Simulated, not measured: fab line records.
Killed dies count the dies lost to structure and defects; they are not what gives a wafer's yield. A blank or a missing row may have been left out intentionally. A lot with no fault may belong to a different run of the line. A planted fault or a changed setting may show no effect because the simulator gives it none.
Split-lot study    flow n5Finfet    on a route of 1938 steps: 7 lots, 21 wafers read

## THE SPLIT ITSELF
At N5_MIM_BOT_LITHO_EXPOSE_05 (exposes mask MIM BOT), the setting doseMj was moved away from the recipe's 24.25 on 7 of the 21 wafers read, by -6.5% to +4.6%. The other wafers ran this setting at the recipe's value.

## FROM THE SPLIT TO THE READING: what the file shows between them, 3 steps
- N5_MIM_BOT_LITHO_PEB_06 (also split here: pebTimeS)
- N5_MIM_BOT_LITHO_DEVELOP_07: develop time 60 s
- N5_MIM_BOT_LITHO_HARDBAKE_09: time 120 s

## THE READING
cdNm (nm) at N5_MIM_BOT_LITHO_CD_MEAS_08, where the cd target is 3000 nm. A value of 2999.7 nm with a standard deviation of 1.5 nm is what fault-free wafers of this fab line usually give.

wafer   tool, chamber at the split  doseMj as run  against the recipe  cdNm, nm  against lot-mates on the recipe
L074.1  krfScanner-01, 0            24.87          +2.6%               3002.1    +1.7
L074.2  krfScanner-01, 0            24.25          recipe              3002.4    -
L074.5  krfScanner-01, 0            24.25          recipe              2998.5    -
L075.1  krfScanner-02, 0            24.25          recipe              2995.0    -
L075.2  krfScanner-02, 0            22.67          -6.5%               2986.8    -8.2
L075.3  krfScanner-02, 0            22.67          -6.5%               2985.9    -9.1
L078.1  krfScanner-01, 0            25.36          +4.6%               3000.7    +4.6
L078.4  krfScanner-01, 0            24.25          recipe              2996.1    -
L078.5  krfScanner-01, 0            25.36          +4.6%               3000.4    +4.3
L083.3  krfScanner-02, 0            24.25          recipe              2999.4    -
L083.5  krfScanner-02, 0            24.25          recipe              2996.6    -
L083.6  krfScanner-02, 0            24.25          recipe              2996.9    -
L094.1  krfScanner-01, 0            24.25          recipe              3001.1    -
L094.2  krfScanner-01, 0            24.25          recipe              2999.7    -
L094.3  krfScanner-01, 0            24.25          recipe              3000.1    -
L096.2  krfScanner-01, 0            24.25          recipe              3002.9    -
L096.3  krfScanner-01, 0            24.25          recipe              3000.1    -
L096.4  krfScanner-01, 0            24.25          recipe              2998.7    -
L097.3  krfScanner-01, 0            22.77          -6.1%               2985.3    -12.0
L097.4  krfScanner-01, 0            24.25          recipe              2997.3    -
L097.5  krfScanner-01, 0            22.77          -6.1%               2988.7    -8.6

THE FIT
A straight line over all 21 wafers: cdNm changes by +1.53 nm for each +1% of doseMj; r = +0.88; the points scatter about the line by 2.7 nm.
The same after taking each lot's own level away (the mean of its wafers on the recipe; 21 wafers): +1.33 nm for each +1%; r = +0.94; scatter 1.5 nm.
The reading moves by 8.7 nm for the largest change in doseMj, on that fit.
Measured against the standard deviation above, the lots' own levels, which go from 2995.00 to 3000.57 nm, span 3.7 times it.
Thus the slope moves with the lot-to-lot level: the two fits are different.
Check: with one of the wafers moved furthest among these (-6.5%) left out of the fit, the line predicts -9.41 nm for it against its lot-mates. It came out at -8.2 nm against them.

## FURTHER SPLITS ON THESE WAFERS
Other splits were also applied to these wafers ahead of the reading. Each is held against what the fit with the lots' levels taken away leaves over:
other split on the same wafers       wafers away from the commonest value  r with cdNm (lot level and that fit taken away)
N5_BEOL_M13_DEVELOP_27 developTimeS  10                                    +0.08
N5_BEOL_M14_SPUTTER_43 powerW        8                                     +0.18
N5_MIM_BOT_LITHO_PEB_06 pebTimeS     as run: not given for these wafers    -

## FILE'S OWN FIT
cdNm changes by +1.34 nm for each +1% of doseMj, r = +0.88.
